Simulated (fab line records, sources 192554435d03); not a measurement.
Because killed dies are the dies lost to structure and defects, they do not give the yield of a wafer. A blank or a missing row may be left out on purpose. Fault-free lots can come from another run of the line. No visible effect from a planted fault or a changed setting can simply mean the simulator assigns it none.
The tool behind it: which one? + flow n5 finfet + 36 wafers from 12 lots sampled at 2 of the route's 1938 steps

== WHAT THE GAUGES READ, wafer by wafer ==
N5_BEOL_M4_CD_MEAS_11: target cd 16.79 nm.
| lot  | measured     | on        | cd nm (nm)        |
|------|--------------|-----------|-------------------|
| L075 | day 7 15:43  | cd sem-03 | 16.63 16.56 16.91 |
| L077 | day 8 19:23  | cd sem-01 | 16.80 16.94 16.62 |
| L080 | day 9 08:49  | cd sem-01 | 16.97 16.70 16.90 |
| L082 | day 9 13:27  | cd sem-02 | 16.76 17.26 17.18 |
| L085 | day 10 04:09 | cd sem-02 | 17.00 16.68 16.94 |
| L084 | day 10 16:24 | cd sem-03 | 17.33 16.95 17.06 |
| L088 | day 10 23:04 | cd sem-01 | 16.63 17.08 16.50 |
| L089 | day 11 07:19 | cd sem-02 | 16.52 16.46 16.62 |
| L091 | day 12 04:29 | cd sem-03 | 16.87 16.94 16.59 |
| L092 | day 12 09:31 | cd sem-02 | 16.84 16.49 16.34 |
| L095 | day 13 19:27 | cd sem-03 | 16.86 16.80 16.58 |
| L097 | day 13 21:02 | cd sem-01 | 16.42 16.73 16.55 |

== WHICH TOOL RAN EACH LOT (tool, then ch and the chambers of the sampled wafers, then the start) ==
| lot  | N5_BEOL_M4_ILD_DEP_00           |
|------|---------------------------------|
| L075 | pecvd-02 ch 0,2, day 7 14:40    |
| L077 | pecvd-03 ch 0,1,2, day 8 17:31  |
| L080 | pecvd-02 ch 0,1,2, day 9 07:25  |
| L082 | pecvd-01 ch 0,1,2, day 9 12:21  |
| L085 | pecvd-01 ch 0,1,2, day 10 02:10 |
| L084 | pecvd-01 ch 0,1, day 10 13:47   |
| L088 | pecvd-03 ch 0,2, day 10 21:57   |
| L089 | pecvd-03 ch 0,2, day 11 06:38   |
| L091 | pecvd-01 ch 0,1,2, day 12 03:01 |
| L092 | pecvd-02 ch 1, day 12 08:01     |
| L095 | pecvd-02 ch 0,2, day 13 17:04   |
| L097 | pecvd-02 ch 0,1,2, day 13 19:55 |
- N5_BEOL_M4_ILD_DEP_00: deposits SiOC from DEMS/O2, target thk 79 nm, time 15.3 s.

== THE ANSWER, worked out from the rows above alone ==
Rule: the usual values come from the lots themselves. The widest of any qualifying gaps counts: lots, ordered by their means at a reading, are off when they make up no more than a third of the lots, leave a main group of 4 or more, and stand apart from it by 3 or more times the standard deviation of that group's means. The tables above print the reading to a certain number of digits; a main group whose means all agree to those digits is not used. Also off: a lot with no number at a reading for which 4 or more lots have one. The other lots that the step has rows for count as sound.
Nothing can be told from this: no lot is off at any reading shown.

== WHAT WAS PUT IN BY THE SIMULATOR ==
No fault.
